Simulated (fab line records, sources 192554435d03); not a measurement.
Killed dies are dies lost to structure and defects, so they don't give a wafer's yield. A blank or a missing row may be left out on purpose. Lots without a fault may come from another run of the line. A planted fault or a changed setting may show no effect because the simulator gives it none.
fab line records | flow n5_finfet
record lots=5 wafers=15 last_day=18
route steps=1938 shown HKMG_FIN@459 GATE_CUT@465 PASSIVATION@1936
lots that met no fault: from a run of the same line without faults
start_h: hours from the record's first day to the start of the lot's first wafer shown | wait_h: hours since the lot's step before | " the same as in the row above | L1.1+2: a row that stands for several wafers | - no value, or no start given | * or withheld: withheld | < > ~ a bound
route shown NAME@n: a module of which the file shows steps, and the number in the route of the first | usual: mean/standard deviation of fault-free wafers | same: alike in all rows | chamber/n: place in a boat | sites: the reading at each site | _std_site: their standard deviation | _edge_site: outer sites' mean less inner sites' | radius_mm: how far each site lies from the wafer's centre | mask NAME#n: copy n | behind: the tool/chamber that last shaped the wafer | hold: why the lot was held/for how many hours/how that ended | device: the transistor (n, p or np) that didn't switch | end of line: the same wafers' tests at the end of the route | a step without rows: its recipe alone | killed: dies lost to structure and defects at the first sort, not the wafer's yield | map: a wafer's dies, x killed, . not, _ none there
set.NAME: the setting as run; set.NAME@STEP: as run at that earlier step | model.NAME: the simulator's own value behind a step, which no gauge read
lots at some steps of the route; a table a step, a row a wafer
services: from which hour (start_h, from the record's first day; less than 0 if before it) a tool's chamber was out of use, for how many hours, and why
## steps
# step N5_HKMG_FIN_PRECLEAN_83
# recipe chemistry=DIW time_s=57.5 temp_c=23
# step N5_HKMG_FIN_SRD_84
# recipe dry_time_s=32 dry=n2_spin spin_rpm=1500
# step N5_HKMG_FIN_CMP_23
# recipe stop_on=SiNx t_overpolish_s=10 post_cmp_clean=rinse_only down_force_psi=4 platen_rpm=50.289 pad_velocity_m_s=1.0006 target_thk_nm=46.326
# step N5_HKMG_FIN_CMP_94
# recipe stop_on=SiNx post_cmp_clean=w_dilute_nh4oh t_overpolish_s=4.7 down_force_psi=4 platen_rpm=50.289 pad_velocity_m_s=1.0006 target_thk_nm=43.299
# step N5_HKMG_FIN_INSPECT_28
# recipe inspect_instrument=darkfield mode=post_cmp
# usual raw_defect_count=42/18
# columns lot.wafer tool chamber start_h wait_h raw_defect_count
L124.2 defect_inspect-01 - 97.97 0.0 47
L124.4 " - " " 69
L124.5 " - " " 41
L127.2 defect_inspect-01 - 117.87 0.0 42
L127.3 " - " " 39
L127.6 " - " " 64
L129.1 defect_inspect-01 - 127.76 0.0 30
L129.3 " - " " 27
L129.6 " - " " 38
L139.1 defect_inspect-02 - 189.73 0.0 93
L139.3 " - " " 66
L139.5 " - " " 29
L144.1 defect_inspect-01 - 220.11 0.0 7
L144.4 " - " " 18
L144.5 " - " " 21
# step N5_GATE_CUT_ETCHBACK_00
# recipe chemistry=SF6/Cl2 target=W pressure_mtorr=8 icp_w=900 bias_w=80 SF6_flow_sccm=40 Cl2_flow_sccm=60
# step N5_GATE_CUT_ETCH_56
# recipe chemistry=Cl2/Ar target=TiN target_depth_a=216 pressure_mtorr=10 icp_w=600 bias_w=60 Cl2_flow_sccm=40 Ar_flow_sccm=60
# step N5_GATE_CUT_ETCHBACK_30
# recipe chemistry=Cl2/Ar target=TiN target_depth_a=30 mode=isotropic pressure_mtorr=10 icp_w=600 bias_w=60 Cl2_flow_sccm=40 Ar_flow_sccm=60
# step N5_GATE_CUT_VAPOR_ETCH_60
# recipe chemistry=BCl3/Cl2 target=HfO2 mode=isotropic
# step N5_GATE_CUT_ETCH_58
# recipe chemistry=CH3F/O2 target=SiNx target_depth_a=170 time_s=128.6 ion_energy_ev=50 pressure_mtorr=30 source_w=415 bias_w=21 Ar_flow_sccm=150 CH3F_flow_sccm=30 O2_flow_sccm=20
# step N5_GATE_CUT_STRIP_59
# recipe chemistry=N2/H2 time_s=20 power_w=100 temp_c=40 pressure_mtorr=100 rf_frequency_hz=6e+07 bias_power_w=3 n2_flow_sccm=300 h2_flow_sccm=300
# usual drypump_motor_current_A=5.7/0.32 oes_product_au=0.74/0.078 rf_vpp_V=45.2/0.91 showerhead_plenum_p_Torr=3.38/0.11 throttle_valve_pct=12.30/0.24
# columns lot.wafer tool chamber start_h wait_h drypump_motor_current_A oes_product_au rf_hours_counter_h rf_vpp_V showerhead_plenum_p_Torr throttle_valve_pct
L124.2 rie_diel-04 2 98.40 0.1 5.7 0.70 221 46.2 3.36 12.38
L124.4 " 3 " " 5.5 0.72 198 45.2 3.22 12.56
L124.5 " 1 " " 5.9 0.76 - 44.9 3.54 12.19
L127.2 rie_diel-02 3 118.56 0.1 5.5 0.66 238 44.9 3.32 12.61
L127.3 " 1 " " 5.8 0.69 214 46.1 3.50 12.28
L127.6 " 2 " " 5.7 0.69 - 45.6 3.49 12.42
L129.1 rie_diel-04 0 128.19 0.1 5.7 0.75 168 44.3 3.35 12.40
L129.3 " 2 " " 5.7 0.70 229 44.5 3.35 12.41
L129.6 " 1 " " 5.9 0.76 - 45.5 3.53 12.21
L139.1 rie_diel-04 3 190.24 0.1 5.5 0.71 223 45.4 3.21 12.63
L139.3 " 2 " " 5.8 0.67 249 45.6 3.34 12.46
L139.5 " 0 " " 5.7 0.71 - 47.1 3.34 12.45
L144.1 rie_diel-05 3 220.54 0.1 6.3 0.94 12 46.3 3.60 12.13
L144.4 " 2 " " 5.9 0.73 167 44.8 3.35 12.03
L144.5 " 3 " " 6.4 0.93 - 46.0 3.60 12.12
# step N5_GATE_CUT_PRECLEAN_31
# recipe temp_c=23 chemistry=DIW time_s=300
# columns lot.wafer tool chamber start_h wait_h
L124.2+4+5 wet_bench-01 2,6,3 98.48 0.1
L127.2+3+6 wet_bench-01 1,4,0 118.65 0.1
L129.1+3+6 wet_bench-06 6,1,7 128.27 0.1
L139.1+3+5 wet_bench-01 5,1,0 190.33 0.1
L144.1+4+5 wet_bench-06 0,5,3 220.62 0.1
# step N5_GATE_CUT_SRD_32
# recipe time_s=30 temp_c=23 rinse_liquid=diw dry=ipa_marangoni
# step N5_GATE_CUT_SAC_CAP_01
# recipe material=SiNx target_thk_a=240 temp_c=400 ald_precursor_family=SiH2I2 ald_co_reactant=N2/H2-plasma pulse_time_s=1 ald_cycles=480 purge_time_s=2 co_reactant_purge_time_s=2 pressure_torr=2
# usual heater_power_w=822/110 precursor_pulse_height_rel=1.001/0.021
# same purge_time_s=2
# columns lot.wafer tool chamber start_h wait_h heater_power_w precursor_pulse_height_rel
L124.2 ald_sin-01 2 98.92 0.3 809 1.003
L124.4 " 1 " " 835 0.994
L124.5 " 3 100.00 1.4 1003 1.039
L127.2 ald_sin-01 1 118.88 0.0 892 0.986
L127.3 " 3 " " 1040 0.982
L127.6 " 1 119.97 1.1 885 0.988
L129.1 ald_sin-04 0 128.40 0.0 702 1.044
L129.3 " 1 " " 759 0.999
L129.6 " 1 129.49 1.1 760 1.050
L139.1 ald_sin-01 0 190.62 0.2 819 0.985
L139.3 " 2 " " 808 0.974
L139.5 " 2 191.70 1.3 806 1.025
L144.1 ald_sin-04 3 220.75 0.0 860 1.010
L144.4 " 1 " " 735 1.016
L144.5 " 0 221.84 1.1 682 1.015
# step N5_GATE_CUT_PECVD_57
# recipe material=SiNx target_thk_a=210 temp_c=400 precursor=SiH4/NH3/N2 pressure_torr=1.5 rf_w=300
# step N5_GATE_CUT_CMP_02
# recipe stop_on=SiO2 t_overpolish_s=12.7 post_cmp_clean=alkaline_brush down_force_psi=2.5 platen_rpm=51.8 pad_velocity_m_s=1.0307 target_thk_nm=0
# usual motor_current_A=8.9/0.91 overpolish_run_s=12.701/0.0095 slurry_filter_dp_kPa=13.50/0.12 time_to_endpoint_s=24.6/2.9
# columns lot.wafer tool chamber start_h wait_h motor_current_A overpolish_run_s slurry_filter_dp_kPa time_to_endpoint_s
L124.4 cmp-02 1 101.27 0.1 7.8 12.695 13.53 19.3
L124.2 " 2 " " 9.8 12.692 13.36 23.0
L124.5 " 1 " " 8.5 12.690 13.48 22.5
L127.2 cmp-04 2 121.16 0.1 8.3 12.696 13.70 26.6
L127.3 " 3 " " 10.4 12.688 13.44 31.5
L127.6 " 2 " " 8.0 12.691 13.55 27.5
L129.1 cmp-04 0 130.73 0.1 7.6 12.699 13.59 21.6
L129.3 " 1 " " 8.8 12.693 13.45 23.7
L129.6 " 3 " " 10.9 12.717 13.50 25.9
L139.3 cmp-01 2 193.57 0.7 8.6 12.716 13.51 29.3
L139.1 " 3 " " 7.6 12.696 13.36 24.3
L139.5 " 3 " " 8.0 12.712 13.49 25.1
L144.4 cmp-01 2 223.02 0.0 8.1 12.698 13.56 26.3
L144.1 " 3 " " 8.2 12.711 13.62 21.6
L144.5 " 3 " " 8.3 12.691 13.64 24.8
# step N5_GATE_CUT_HM_DEP_46
# recipe material=SiO2 target_thk_a=1300 temp_c=400 precursor=TEOS/O2 pressure_torr=6.5 rf_w=900 teos_flow_sccm=161.4 gas=O2 flow_sccm=2650 time_s=26.6
# step N5_GATE_CUT_COAT_34
# recipe resist=SOC temp_c=250 time_s=60 spin_rpm=1500 resist_thk_nm=60
# step N5_GATE_CUT_COAT_35
# recipe resist=SiARC temp_c=220 time_s=60 spin_rpm=1500 resist_thk_nm=10
# step N5_GATE_CUT_COAT_27
# recipe resist=underlayer temp_c=205 time_s=60 spin_rpm=1500 resist_thk_nm=10
# step N5_GATE_CUT_COAT_07
# recipe resist=CAR-EUV spin_rpm=1500 resist_thk_nm=30
# step N5_GATE_CUT_EBR_09
# recipe solvent=PGMEA ebr_width_mm=1.5
# step N5_GATE_CUT_SOFTBAKE_08
# recipe temp_c=110 time_s=60 resist=CAR-EUV
# step N5_GATE_CUT_EXPOSE_10
# recipe mask_id=GATE_CUT na=0.33 source_shape=annular sigma_inner=0.35 sigma_outer=0.8 polarization=unpolarized target_cd_nm=20 dose_mj=43.25
# step N5_GATE_CUT_PEB_11
# recipe peb_temp_c=100 peb_time_s=60 resist=CAR-EUV
# step N5_GATE_CUT_DEVELOP_12
# recipe develop_time_s=30 developer=TMAH resist=CAR-EUV rinse_liquid=surfactant_rinse dry=air_spin dev_temp_c=23
# step N5_GATE_CUT_CD_MEAS_13
# recipe target_cd_nm=20 landing_energy_ev=500 detector=se_inlens
# usual cd_nm=20.02/0.25
# columns lot.wafer tool chamber start_h wait_h cd_nm
L124.2 cd_sem-01 0 101.94 - 19.84
L124.4 " 0 " " 19.66
L124.5 " 0 " " 19.89
L127.2 cd_sem-02 0 121.85 - 19.92
L127.3 " 0 " " 19.80
L127.6 " 0 " " 19.88
L129.1 cd_sem-01 0 131.36 - 20.09
L129.3 " 0 " " 20.21
L129.6 " 0 " " 19.81
L139.1 cd_sem-01 0 194.36 - 19.90
L139.3 " 0 " " 19.96
L139.5 " 0 " " 20.34
L144.1 cd_sem-03 0 223.84 - 20.48
L144.4 " 0 " " 20.21
L144.5 " 0 " " 20.47
# step N5_GATE_CUT_OVL_MEAS_14
# recipe points_per_wafer=522
# usual GATE_CUT_OVL=-0.3/0.71
# columns lot.wafer tool chamber start_h wait_h GATE_CUT_OVL[nm]
L124.2 overlay-01 0 101.98 0.0 -0.1
L124.4 " 0 " " 0.2
L124.5 " 0 " " 1.3
L127.2 overlay-02 0 121.89 0.0 -0.1
L127.3 " 0 " " 0.3
L127.6 " 0 " " -0.4
L129.1 overlay-01 0 131.39 0.0 -2.0
L129.3 " 0 " " -1.0
L129.6 " 0 " " -0.9
L139.1 overlay-02 0 194.39 0.0 0.3
L139.3 " 0 " " 0.7
L139.5 " 0 " " 0.6
L144.1 overlay-01 0 223.87 0.0 -1.2
L144.4 " 0 " " -0.9
L144.5 " 0 " " -1.5
# step N5_GATE_CUT_DESCUM_18
# recipe chemistry=O2 time_s=7 source_power_w=50 bias_power_w=20 pressure_mtorr=20 rf_frequency_hz=2.712e+07 temp_c=40 resist=CAR-EUV o2_flow_sccm=225
# step N5_GATE_CUT_ETCH_28
# recipe chemistry=N2/H2 target=underlayer target_depth_a=130 mask_material=CAR-EUV time_s=10.4 ion_energy_ev=200 pressure_mtorr=30 source_w=840 bias_w=150 n2_flow_sccm=200 h2_flow_sccm=200 ends=cleared
# step N5_GATE_CUT_ETCH_36
# recipe chemistry=CF4 target=SiARC target_depth_a=130 mask_material=CAR-EUV time_s=21.7 ion_energy_ev=80 pressure_mtorr=40 source_w=545 bias_w=36 Ar_flow_sccm=100 cf4_flow_sccm=100 ends=cleared
# usual drypump_motor_current_A=5.68/0.3 etch_rf_on_time_s=22.1/0.63 oes_product_au=0.63/0.067 rf_vpp_V=184.1/1.1 showerhead_plenum_p_Torr=2.14/0.07 throttle_valve_pct=15.69/0.21
# columns lot.wafer tool chamber start_h wait_h drypump_motor_current_A etch_rf_on_time_s oes_product_au rf_hours_counter_h rf_vpp_V showerhead_plenum_p_Torr throttle_valve_pct
L124.2 rie_diel-04 1 102.12 0.0 5.89 21.8 0.64 145 184.2 2.23 15.53
L124.4 " 3 " " 5.48 20.9 0.63 199 183.9 2.04 15.91
L124.5 " 1 " " 5.94 21.7 0.64 - 185.2 2.23 15.53
L127.2 rie_diel-04 1 122.03 0.0 5.96 21.7 0.64 150 183.8 2.23 15.54
L127.3 " 2 " " 5.80 22.0 0.60 227 184.9 2.12 15.66
L127.6 " 3 " " 5.49 21.1 0.63 - 182.8 2.04 15.94
L129.1 rie_diel-02 0 131.54 0.0 5.30 22.4 0.62 172 183.3 2.05 15.74
L129.3 " 2 " " 5.67 21.5 0.59 223 183.7 2.20 15.66
L129.6 " 2 " " 5.65 21.7 0.59 - 185.1 2.20 15.66
L139.1 rie_diel-05 0 194.54 0.0 5.33 21.9 0.62 179 185.9 2.13 15.59
L139.3 " 1 " " 5.09 21.3 0.73 46 184.6 2.19 15.44
L139.5 " 2 " " 5.87 21.4 0.63 - 185.8 2.13 15.46
L144.1 rie_diel-05 0 224.01 0.0 5.31 22.4 0.61 182 183.1 2.13 15.60
L144.4 " 1 " " 5.10 21.5 0.72 49 185.3 2.19 15.44
L144.5 " 3 " " 6.30 22.0 0.79 - 184.2 2.27 15.54
# step N5_GATE_CUT_ETCH_37
# recipe chemistry=N2/H2 target=SOC target_depth_a=600 overetch_a=120 mask_material=SiARC temp_c=40 time_s=90 ion_energy_ev=200 pressure_mtorr=30 source_w=840 bias_w=150 n2_flow_sccm=200 h2_flow_sccm=200
# step N5_GATE_CUT_STRIP_38
# recipe chemistry=N2/H2 temp_c=40 n2_flow_sccm=200 h2_flow_sccm=200 rf_frequency_hz=6e+07
# step N5_GATE_CUT_STRIP_39
# recipe chemistry=N2/H2 temp_c=40 n2_flow_sccm=200 h2_flow_sccm=200 rf_frequency_hz=6e+07
# step N5_GATE_CUT_HM_OPEN_40
# recipe chemistry=C4F6/O2 target=SiO2 mask_material=SiARC target_depth_a=1390 time_s=85.1 ion_energy_ev=250 pressure_mtorr=30 source_w=345 bias_w=185 Ar_flow_sccm=300 C4F6_flow_sccm=10 O2_flow_sccm=10 ends=cleared
# step N5_GATE_CUT_STRIP_41
# recipe chemistry=CF4 resist=SiARC power_w=300 bias_power_w=75 pressure_mtorr=50 cf4_flow_sccm=150 rf_frequency_hz=6e+07
# usual drypump_motor_current_A=5.68/0.3 oes_product_au=0.173/0.017 rf_vpp_V=271.2/1.4 showerhead_plenum_p_Torr=1.79/0.056 throttle_valve_pct=13.68/0.22
# columns lot.wafer tool chamber start_h wait_h drypump_motor_current_A oes_product_au rf_hours_counter_h rf_vpp_V showerhead_plenum_p_Torr throttle_valve_pct
L124.2 rie_diel-04 1 102.29 0.0 5.91 0.169 145 272.6 1.87 13.52
L124.4 " 3 " " 5.50 0.159 199 271.5 1.71 13.93
L124.5 " 1 " " 5.95 0.171 - 272.4 1.87 13.52
L127.2 rie_diel-04 1 122.20 0.0 5.91 0.168 151 273.4 1.87 13.53
L127.3 " 2 " " 5.77 0.161 227 270.4 1.77 13.64
L127.6 " 3 " " 5.48 0.169 - 268.4 1.71 13.95
L129.1 rie_diel-02 0 131.71 0.0 5.28 0.174 172 269.7 1.73 13.77
L129.3 " 2 " " 5.67 0.167 223 272.4 1.84 13.64
L129.6 " 2 " " 5.64 0.161 - 272.9 1.84 13.64
L139.1 rie_diel-05 0 194.71 0.0 5.32 0.172 179 271.8 1.78 13.59
L139.3 " 1 " " 5.12 0.201 46 270.9 1.84 13.41
L139.5 " 2 " " 5.87 0.167 - 271.7 1.78 13.44
L144.1 rie_diel-05 0 224.19 0.0 5.30 0.171 182 271.2 1.78 13.59
L144.4 " 1 " " 5.12 0.197 49 271.3 1.84 13.41
L144.5 " 3 " " 6.30 0.219 - 273.0 1.90 13.49
# step N5_GATE_CUT_STRIP_42
# recipe chemistry=O2 power_w=400 temp_c=40 pressure_mtorr=30 rf_frequency_hz=6e+07 bias_power_w=0 overash_fraction=0.3 o2_flow_sccm=225
# step N5_GATE_CUT_ETCH_19
# recipe chemistry=CH3F/O2 target=SiNx mask_material=SiO2 target_depth_a=537 time_s=76.7 pressure_mtorr=30 source_w=395 bias_w=73 Ar_flow_sccm=150 CH3F_flow_sccm=30 O2_flow_sccm=20 ion_energy_ev=120 ends=cleared
# step N5_GATE_CUT_CUT_ETCH_53
# recipe chemistry=SF6/Cl2 target=W mask_material=SiO2 target_depth_a=792 pressure_mtorr=8 icp_w=900 bias_w=80 SF6_flow_sccm=40 Cl2_flow_sccm=60 ends=cleared
# step N5_PASSIVATION_PROBE_49
# usual killed_at_M0_to_M3=35/11 killed_at_M4_up=14/5.4 killed_at_contacts=13/6 killed_at_front_end=38/11 killed_at_other=3.4/2.6 killed_dies=104/19 killed_on_rim=13/3.9 killed_open=68/13 killed_short=34/8.5
# same gross_dies=1180 killed_at_back_side=0
# columns lot.wafer tool chamber start_h wait_h killed_at_M0_to_M3 killed_at_M4_up killed_at_contacts killed_at_front_end killed_at_other killed_dies killed_on_rim killed_open killed_short
L129.1 prober-01 - 331.49 0.0 34 12 18 41 1 106 21 67 30
L129.3 prober-01 - 331.59 0.1 30 22 19 27 0 98 12 77 20
L129.6 prober-01 - 331.74 0.3 36 15 13 42 3 109 16 72 37
L127.2 prober-02 - 346.44 0.1 32 13 13 50 8 116 14 64 52
L127.3 prober-02 - 346.49 0.1 33 17 13 35 9 107 7 67 40
L127.6 prober-02 - 346.64 0.3 26 15 22 55 7 125 11 69 49
L139.1 prober-02 - 408.28 0.0 40 3 12 28 4 87 8 61 26
L139.3 prober-02 - 408.38 0.1 26 13 19 124 3 185 31 67 35
L139.5 prober-02 - 408.48 0.2 34 5 10 48 2 99 9 68 31
L144.1 prober-02 - 435.97 0.0 31 20 23 20 1 95 13 64 26
L144.4 prober-02 - 436.12 0.2 24 10 16 18 3 71 7 50 21
L144.5 prober-02 - 436.17 0.2 24 18 12 22 3 79 14 53 23
# killed by level:class
L129.1 MOL_CONTACT_COAG:geometric_particle:open=15 BEOL_M2:geometric_particle:open=9 FIN_SAQP:geometric_particle:open=7 FIN_SAQP:geometric_particle:short=7 BEOL_M3:geometric_particle:open=7 BEOL_M1:geometric_particle:open=6 STI_FIN_REVEAL:geometric_particle:open=5 HKMG_FIN:area_etch=5
L129.3 MOL_CONTACT_COAG:geometric_particle:open=16 BEOL_M3:geometric_particle:open=9 BEOL_M5:geometric_particle:open=8 BEOL_M2:geometric_particle:open=7 BEOL_M4:geometric_particle:open=6 DUMMY_GATE:geometric_particle:open=5 BEOL_M2:geometric_particle:short=5 GATE_CUT:geometric_particle:open=4
L129.6 FIN_SAQP:geometric_particle:open=17 MOL_CONTACT_COAG:geometric_particle:open=10 FIN_SAQP:geometric_particle:short=8 BEOL_M3:geometric_particle:short=8 BEOL_M2:geometric_particle:open=7 BEOL_M4:geometric_particle:open=7 BEOL_M5:geometric_particle:open=6 BEOL_M0_SAQP:geometric_particle:short=5
L127.2 FIN_SAQP:geometric_particle:short=24 MOL_CONTACT_COAG:geometric_particle:open=13 BEOL_M0_SAQP:geometric_particle:short=12 FIN_SAQP:geometric_particle:open=8 BEOL_M4:geometric_particle:open=7 BEOL_M1:geometric_particle:open=7 BEOL_M0:geometric_particle:open=5 BEOL_M0_SAQP:geometric_particle:open=4
L127.3 FIN_SAQP:geometric_particle:short=10 MOL_CONTACT_COAG:geometric_particle:open=10 BEOL_M4:geometric_particle:open=8 BEOL_M3:geometric_particle:open=7 BEOL_M0:geometric_particle:open=5 BEOL_M2:geometric_particle:open=5 BEOL_M1:geometric_particle:open=5 STARTING-WAFER:geometric_particle:short=5
L127.6 FIN_SAQP:geometric_particle:short=19 MOL_CONTACT_COAG:geometric_particle:open=15 FIN_SAQP:geometric_particle:open=10 BEOL_M4:geometric_particle:open=8 MOL_CONTACT_COAG:geometric_particle:short=7 STI_FIN_REVEAL:geometric_particle:open=7 HKMG_FIN:area_etch=7 BEOL_M2:geometric_particle:open=6
L139.1 STI_FIN_REVEAL:geometric_particle:open=11 BEOL_M3:geometric_particle:open=11 MOL_CONTACT_COAG:geometric_particle:open=9 BEOL_M0_SAQP:geometric_particle:short=9 BEOL_M0_SAQP:geometric_particle:open=8 ILD0:geometric_particle:open=4 MOL_CONTACT_COAG:geometric_particle:short=3 BEOL_M1:geometric_particle:open=3
L139.3 GATE_CUT:unspecified=83 FIN_SAQP:geometric_particle:open=13 MOL_CONTACT_COAG:geometric_particle:open=12 BEOL_M2:geometric_particle:open=10 FIN_SAQP:geometric_particle:short=7 MOL_CONTACT_COAG:geometric_particle:short=7 STI_FIN_REVEAL:geometric_particle:open=6 BEOL_M4:geometric_particle:open=4
L139.5 BEOL_M2:geometric_particle:open=15 STI_FIN_REVEAL:geometric_particle:open=13 GATE_CUT:geometric_particle:short=7 MOL_CONTACT_COAG:geometric_particle:open=7 FIN_SAQP:geometric_particle:open=5 BEOL_M0_SAQP:geometric_particle:open=5 FIN_SAQP:geometric_particle:short=4 STI_FIN_REVEAL:geometric_particle:short=4
L144.1 MOL_CONTACT_COAG:geometric_particle:open=17 BEOL_M4:geometric_particle:open=11 BEOL_M0_SAQP:geometric_particle:open=10 BEOL_M2:geometric_particle:open=8 MOL_CONTACT_COAG:geometric_particle:short=6 BEOL_M0_SAQP:geometric_particle:short=6 DUMMY_GATE:geometric_particle:open=4 HKMG_FIN:area_etch=4
L144.4 MOL_CONTACT_COAG:geometric_particle:open=14 BEOL_M0_SAQP:geometric_particle:short=9 GATE_CUT:geometric_particle:short=4 BEOL_M0:geometric_particle:open=4 BEOL_M4:geometric_particle:open=4 DUMMY_GATE:geometric_particle:open=3 SPACER0:geometric_particle:open=3 BEOL_M1:geometric_particle:open=3
L144.5 BEOL_M2:geometric_particle:open=12 MOL_CONTACT_COAG:geometric_particle:open=9 BEOL_M5:geometric_particle:open=6 BEOL_M4:geometric_particle:open=5 STI_FIN_REVEAL:geometric_particle:open=4 MOL_CONTACT_COAG:geometric_particle:short=3 BEOL_M0:geometric_particle:open=3 STARTING-WAFER:geometric_particle:short=3
# map L139.3 (x killed, . not)
_________________............________________
______________...x....x.....x..._____________
___________x..x......x.............__________
__________x.x.........xx............_________
________xxxxxx.............xx.......x._______
_______xxxxxxxx........................______
______xxxxxxxx.........................._____
_____xxxxxxxxxx...x..x.....x.............____
____xxxxxxxxxx.................x..x.......___
___xxxxxxxxxxx.........x..............x.x..__
___xxxxxxxx.x.x.x..x.x.......x...x.........__
__xxxxxxx.x.x..........x.......x.x.........._
__x.xxxxx.x.........x...x........x...x......_
_x....x...xx...xxx.............x.......x.....
_................x........x....xx.........x..
_...xx...x....x........x..x.......x..........
_.....x........x.............................
_........x..........................x........
_............x...........x..x..x..x..........
_...............x......................x.x...
_.x.x...................xx.....x.............
__............x.........x.x............xx..._
__x.......x.........x..........x.......x...._
___.x..x..x................................__
___.....x.........x.........x..............__
____...........x....x................x....___
_____.......x...........x....x...........____
______..........xx......................_____
_______xx....................x.......x.______
________....x.............x..........._______
__________........x.x..............._________
___________..........x.............__________
______________...............x.._____________
_________________..x.........________________
# map L127.6 (x killed, . not)
_________________..xx..x.....________________
______________.................._____________
___________.....x.............x....__________
__________...x.....x................_________
________..x.x............x...x.x......_______
_______x.x..........x..x.....x.....x...______
______..x..........x..x............x...._____
_____......x.......x..................x..____
____...x..........x........x.........x....___
___.....................x.x...............x__
___..x.x.....x.....x...x..x......x.........__
__..............x...........x.x............._
__.................x....x................xx._
_......x.x.................................x.
_...........x...........x...x................
_.x.......xxx................................
_......x.................x.x.............x...
_..................x.x.x....x...........x....
_......................xxx.....x.........x...
_....x...x...x......x....x................x..
_....x........x........................x..x..
__....x.......x..x.x.........x.............._
__...............x...x.x.....x.............._
___....xx........x.....x........x........x.__
___....x.....x.....................x.......__
____...............x...............x......___
_____................x..............x...x____
______..x........x.x.............x...x.._____
_______...x....x..................xx..x______
________...x.................x.x..x..x_______
__________.....x....xx.....xx......._________
___________........................__________
______________........x........x_____________
_________________............________________
## services
# columns tool chamber start_h hours kind
ald_sin-04 - 77.28 0.6 repair
ald_sin-01 - 89.32 6.1 pm
cmp-01 - 91.85 1.7 repair
ald_sin-01 3 111.29 1.9 repair
rie_diel-05 2 115.35 6.4 repair
cmp-04 - 116.23 0.2 repair
cmp-04 - 121.85 0.5 repair
rie_diel-04 3 129.24 4.7 repair
rie_diel-05 3 129.79 4.6 repair
cmp-02 - 131.24 4.0 pm
cmp-01 - 152.68 1.9 repair
cmp-02 - 156.04 6.4 pm
rie_diel-02 3 158.29 9.1 repair
ald_sin-04 - 176.75 14.0 pm
cmp-02 - 183.32 16.4 pm
cmp-01 - 183.94 1.7 repair
cmp-04 - 185.89 8.7 pm
rie_diel-02 1 189.70 2.6 repair
wet_bench-01 - 196.04 31.2 repair
cmp-02 - 200.38 0.2 repair
cmp-01 - 200.65 5.8 pm
rie_diel-04 0 207.73 1.7 repair
cmp-01 - 213.24 2.2 repair
cmp-04 - 221.30 4.0 pm
## key
first_sign step=N5_PASSIVATION_PROBE_49 reading=killed_at_front_end direction=up sigmas=7.9 usual=38 struck=124
effect step=N5_PASSIVATION_PROBE_49 reading=killed_dies direction=up sigmas=4.3 usual=104 struck=185
more_kills_born_at N5_GATE_CUT_PRECLEAN_31@wet_bench-01=83
met_at N5_GATE_CUT_PRECLEAN_31
struck_wafers L139.3
tester_left_out L139
onset_between 118.65 190.33
fault kind=chamber_particle_source tool=wet_bench-01 chamber=1 onset_h=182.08 steps=N5_GATE_CUT_PRECLEAN_31 rate_per_visit_cm2=1.1408 end_h=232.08
# tester_left_out: of these lots the tester's yield and bins aren't shown, on N5 and GAA mostly nor the transistor test; their killed dies are dies lost to structure and defects alone, not to doping, threshold or leakage, so they don't give the yield
